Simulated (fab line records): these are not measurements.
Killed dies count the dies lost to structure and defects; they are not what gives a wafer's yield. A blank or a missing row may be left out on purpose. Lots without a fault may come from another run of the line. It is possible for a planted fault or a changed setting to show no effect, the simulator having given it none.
Chamber matching || flow n5Finfet || N5_BEOL_M10_STRIP_67 on rieDiel-05: 4 sister chambers
The step strips in CF4. 24 wafers are shown with their chamber, then 12 later ones without.

WAFERS WITH THEIR CHAMBER
{"wafer": "L075.1", "chamber": 3, "drypumpMotorCurrentA (A)": 6.5, "showerheadPlenumPTorr (Torr)": 1.83, "throttleValvePct (%)": 13.87}
{"wafer": "L075.3", "chamber": 1, "drypumpMotorCurrentA (A)": 5.1, "showerheadPlenumPTorr (Torr)": 1.82, "throttleValvePct (%)": 13.87}
{"wafer": "L075.5", "chamber": 2, "drypumpMotorCurrentA (A)": 5.5, "showerheadPlenumPTorr (Torr)": 1.75, "throttleValvePct (%)": 13.22}
{"wafer": "L076.2", "chamber": 0, "drypumpMotorCurrentA (A)": 5.8, "showerheadPlenumPTorr (Torr)": 1.84, "throttleValvePct (%)": 13.63}
{"wafer": "L076.3", "chamber": 3, "drypumpMotorCurrentA (A)": 6.5, "showerheadPlenumPTorr (Torr)": 1.83, "throttleValvePct (%)": 13.89}
{"wafer": "L076.5", "chamber": 0, "drypumpMotorCurrentA (A)": 5.8, "showerheadPlenumPTorr (Torr)": 1.84, "throttleValvePct (%)": 13.62}
{"wafer": "L078.2", "chamber": 3, "drypumpMotorCurrentA (A)": 6.5, "showerheadPlenumPTorr (Torr)": 1.83, "throttleValvePct (%)": 13.90}
{"wafer": "L078.4", "chamber": 1, "drypumpMotorCurrentA (A)": 5.1, "showerheadPlenumPTorr (Torr)": 1.82, "throttleValvePct (%)": 13.91}
{"wafer": "L078.6", "chamber": 1, "drypumpMotorCurrentA (A)": 5.1, "showerheadPlenumPTorr (Torr)": 1.82, "throttleValvePct (%)": 13.89}
{"wafer": "L084.1", "chamber": 2, "drypumpMotorCurrentA (A)": 5.5, "showerheadPlenumPTorr (Torr)": 1.75, "throttleValvePct (%)": 13.29}
{"wafer": "L084.2", "chamber": 0, "drypumpMotorCurrentA (A)": 5.8, "showerheadPlenumPTorr (Torr)": 1.84, "throttleValvePct (%)": 13.07}
{"wafer": "L084.4", "chamber": 2, "drypumpMotorCurrentA (A)": 5.5, "showerheadPlenumPTorr (Torr)": 1.75, "throttleValvePct (%)": 13.30}
{"wafer": "L085.2", "chamber": 3, "drypumpMotorCurrentA (A)": 6.5, "showerheadPlenumPTorr (Torr)": 1.82, "throttleValvePct (%)": 13.92}
{"wafer": "L085.3", "chamber": 2, "drypumpMotorCurrentA (A)": 5.5, "showerheadPlenumPTorr (Torr)": 1.74, "throttleValvePct (%)": 13.28}
{"wafer": "L085.5", "chamber": 0, "drypumpMotorCurrentA (A)": 5.7, "showerheadPlenumPTorr (Torr)": 1.84, "throttleValvePct (%)": 13.08}
{"wafer": "L086.1", "chamber": 3, "drypumpMotorCurrentA (A)": 6.5, "showerheadPlenumPTorr (Torr)": 1.82, "throttleValvePct (%)": 13.93}
{"wafer": "L086.4", "chamber": 0, "drypumpMotorCurrentA (A)": 5.8, "showerheadPlenumPTorr (Torr)": 1.83, "throttleValvePct (%)": 13.08}
{"wafer": "L086.6", "chamber": 2, "drypumpMotorCurrentA (A)": 5.5, "showerheadPlenumPTorr (Torr)": 1.74, "throttleValvePct (%)": 13.28}
{"wafer": "L087.1", "chamber": 1, "drypumpMotorCurrentA (A)": 5.1, "showerheadPlenumPTorr (Torr)": 1.82, "throttleValvePct (%)": 13.35}
{"wafer": "L087.4", "chamber": 0, "drypumpMotorCurrentA (A)": 5.8, "showerheadPlenumPTorr (Torr)": 1.83, "throttleValvePct (%)": 13.10}
{"wafer": "L087.5", "chamber": 2, "drypumpMotorCurrentA (A)": 5.5, "showerheadPlenumPTorr (Torr)": 1.74, "throttleValvePct (%)": 13.27}
{"wafer": "L088.2", "chamber": 0, "drypumpMotorCurrentA (A)": 5.8, "showerheadPlenumPTorr (Torr)": 1.83, "throttleValvePct (%)": 13.07}
{"wafer": "L088.5", "chamber": 2, "drypumpMotorCurrentA (A)": 5.5, "showerheadPlenumPTorr (Torr)": 1.74, "throttleValvePct (%)": 13.30}
{"wafer": "L088.6", "chamber": 0, "drypumpMotorCurrentA (A)": 5.7, "showerheadPlenumPTorr (Torr)": 1.83, "throttleValvePct (%)": 13.07}

SIGNATURES, as means of the wafers listed above
{"reading": "drypumpMotorCurrentA", "chamber 0": 5.775, "chamber 1": 5.100, "chamber 2": 5.500, "chamber 3": 6.500, "scatter within a chamber": 0.0274}
{"reading": "showerheadPlenumPTorr", "chamber 0": 1.8350, "chamber 1": 1.8200, "chamber 2": 1.7443, "chamber 3": 1.8260, "scatter within a chamber": 0.00496}
{"reading": "throttleValvePct", "chamber 0": 13.2150, "chamber 1": 13.7550, "chamber 2": 13.2771, "chamber 3": 13.9020, "scatter within a chamber": 0.184}
Rule: for each reading, subtract the chamber's mean from the wafer's reading, divide by that reading's scatter and square the result; add these up over the readings and take the root, which gives the wafer's distance from the chamber. The wafer belongs to the nearest chamber; if the next one is less than 2 further off, it can't be placed. The scatter: take each reading less its chamber's mean, square it, sum over the shown wafers, divide by the number of wafers less the number of chambers, and take the root.

WAFERS MISSING THEIR CHAMBER
{"wafer": "L090.1", "drypumpMotorCurrentA (A)": 5.8, "showerheadPlenumPTorr (Torr)": 1.83, "throttleValvePct (%)": 13.09}
{"wafer": "L090.2", "drypumpMotorCurrentA (A)": 5.1, "showerheadPlenumPTorr (Torr)": 1.82, "throttleValvePct (%)": 13.37}
{"wafer": "L090.6", "drypumpMotorCurrentA (A)": 5.1, "showerheadPlenumPTorr (Torr)": 1.82, "throttleValvePct (%)": 13.37}
{"wafer": "L094.1", "drypumpMotorCurrentA (A)": 6.5, "showerheadPlenumPTorr (Torr)": 1.82, "throttleValvePct (%)": 13.38}
{"wafer": "L094.5", "drypumpMotorCurrentA (A)": 6.5, "showerheadPlenumPTorr (Torr)": 1.82, "throttleValvePct (%)": 13.38}
{"wafer": "L094.6", "drypumpMotorCurrentA (A)": 5.8, "showerheadPlenumPTorr (Torr)": 1.83, "throttleValvePct (%)": 13.13}
{"wafer": "L092.1", "drypumpMotorCurrentA (A)": 5.8, "showerheadPlenumPTorr (Torr)": 1.83, "throttleValvePct (%)": 13.11}
{"wafer": "L092.2", "drypumpMotorCurrentA (A)": 5.1, "showerheadPlenumPTorr (Torr)": 1.81, "throttleValvePct (%)": 13.39}
{"wafer": "L092.6", "drypumpMotorCurrentA (A)": 5.1, "showerheadPlenumPTorr (Torr)": 1.81, "throttleValvePct (%)": 13.40}
{"wafer": "L095.1", "drypumpMotorCurrentA (A)": 5.8, "showerheadPlenumPTorr (Torr)": 1.83, "throttleValvePct (%)": 13.15}
{"wafer": "L095.2", "drypumpMotorCurrentA (A)": 5.2, "showerheadPlenumPTorr (Torr)": 1.81, "throttleValvePct (%)": 13.41}
{"wafer": "L095.4", "drypumpMotorCurrentA (A)": 6.5, "showerheadPlenumPTorr (Torr)": 1.82, "throttleValvePct (%)": 13.41}

WHICH CHAMBER EACH ONE RAN IN
{"wafer": "L090.1", "from the rows above": 0, "in truth": 0}
{"wafer": "L090.2", "from the rows above": 1, "in truth": 1}
{"wafer": "L090.6", "from the rows above": 1, "in truth": 1}
{"wafer": "L094.1", "from the rows above": 3, "in truth": 3}
{"wafer": "L094.5", "from the rows above": 3, "in truth": 3}
{"wafer": "L094.6", "from the rows above": 0, "in truth": 0}
{"wafer": "L092.1", "from the rows above": 0, "in truth": 0}
{"wafer": "L092.2", "from the rows above": 1, "in truth": 1}
{"wafer": "L092.6", "from the rows above": 1, "in truth": 1}
{"wafer": "L095.1", "from the rows above": 0, "in truth": 0}
{"wafer": "L095.2", "from the rows above": 1, "in truth": 1}
{"wafer": "L095.4", "from the rows above": 3, "in truth": 3}
Correctly placed: 12 of 12. Number that these rows cannot place: 0. Number placed wrongly: 0.
